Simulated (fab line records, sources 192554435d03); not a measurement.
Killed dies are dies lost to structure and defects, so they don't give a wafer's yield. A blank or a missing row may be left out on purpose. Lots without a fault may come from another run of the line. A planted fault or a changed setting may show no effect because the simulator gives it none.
Chamber matching | flow n5_finfet | N5_MIM_TOP_LITHO_DESCUM_10 on rie_diel-06: 4 sister chambers
The step chemistry O2, time 7.9 s. 14 wafers are shown with their chamber, then 7 later ones without.

WAFERS WITH THEIR CHAMBER
wafer  | chamber | showerhead_plenum_p_Torr (Torr) | drypump_motor_current_A (A) | throttle_valve_pct (%)
L075.3 | 3       | 2.20                            | 6.7                         | 20.39
L075.4 | 0       | 2.19                            | 6.4                         | 19.94
L075.6 | 3       | 2.20                            | 6.7                         | 20.38
L076.3 | 0       | 2.19                            | 6.4                         | 19.93
L076.4 | 3       | 2.20                            | 6.8                         | 20.39
L076.6 | 0       | 2.19                            | 6.4                         | 19.94
L077.1 | 3       | 2.20                            | 6.8                         | 20.40
L077.3 | 2       | 1.99                            | 5.1                         | 20.67
L077.4 | 0       | 2.19                            | 6.4                         | 19.94
L091.1 | 1       | 2.12                            | 5.7                         | 20.61
L091.2 | 3       | 2.19                            | 6.8                         | 20.44
L091.5 | 3       | 2.19                            | 6.8                         | 20.43
L090.3 | 3       | 2.19                            | 6.7                         | 20.43
L090.4 | 1       | 2.12                            | 5.7                         | 20.60

SIGNATURES (means of the wafers above)
reading                  | chamber 0 | chamber 1 | chamber 2 | chamber 3 | scatter within a chamber
showerhead_plenum_p_Torr | 2.1900    | 2.1200    | 1.9900    | 2.1957    | 0.00414
drypump_motor_current_A  | 6.400     | 5.700     | 5.100     | 6.757     | 0.0414
throttle_valve_pct       | 19.9375   | 20.6050   | 20.6700   | 20.4086   | 0.019
Rule: a wafer's distance from a chamber is the root of the sum, over the readings, of the square of ((its reading less the chamber's mean) divided by the reading's scatter). The wafer belongs to the nearest chamber; if the next one is less than 2 further off, it can't be placed. The scatter: the root of (the sum of the squares of (reading less its chamber's mean) over the shown wafers, divided by (wafers less chambers)).

WAFERS WITHOUT THEIR CHAMBER
wafer  | showerhead_plenum_p_Torr (Torr) | drypump_motor_current_A (A) | throttle_valve_pct (%)
L090.5 | 2.12                            | 5.7                         | 20.60
L093.1 | 2.18                            | 6.8                         | 20.45
L093.2 | 2.12                            | 5.7                         | 20.61
L093.3 | 1.98                            | 5.1                         | 20.72
L096.2 | 1.98                            | 5.1                         | 20.74
L096.3 | 2.18                            | 6.8                         | 20.45
L096.4 | 2.12                            | 5.7                         | 20.62

WHICH CHAMBER EACH WENT THROUGH
wafer  | from the rows above | in truth
L090.5 | 1                   | 1
L093.1 | 3                   | 3
L093.2 | 1                   | 1
L093.3 | 2                   | 2
L096.2 | 2                   | 2
L096.3 | 3                   | 3
L096.4 | 1                   | 1
Placed correctly: 7 of 7. Can't be placed from these rows: 0. Placed wrongly: 0.
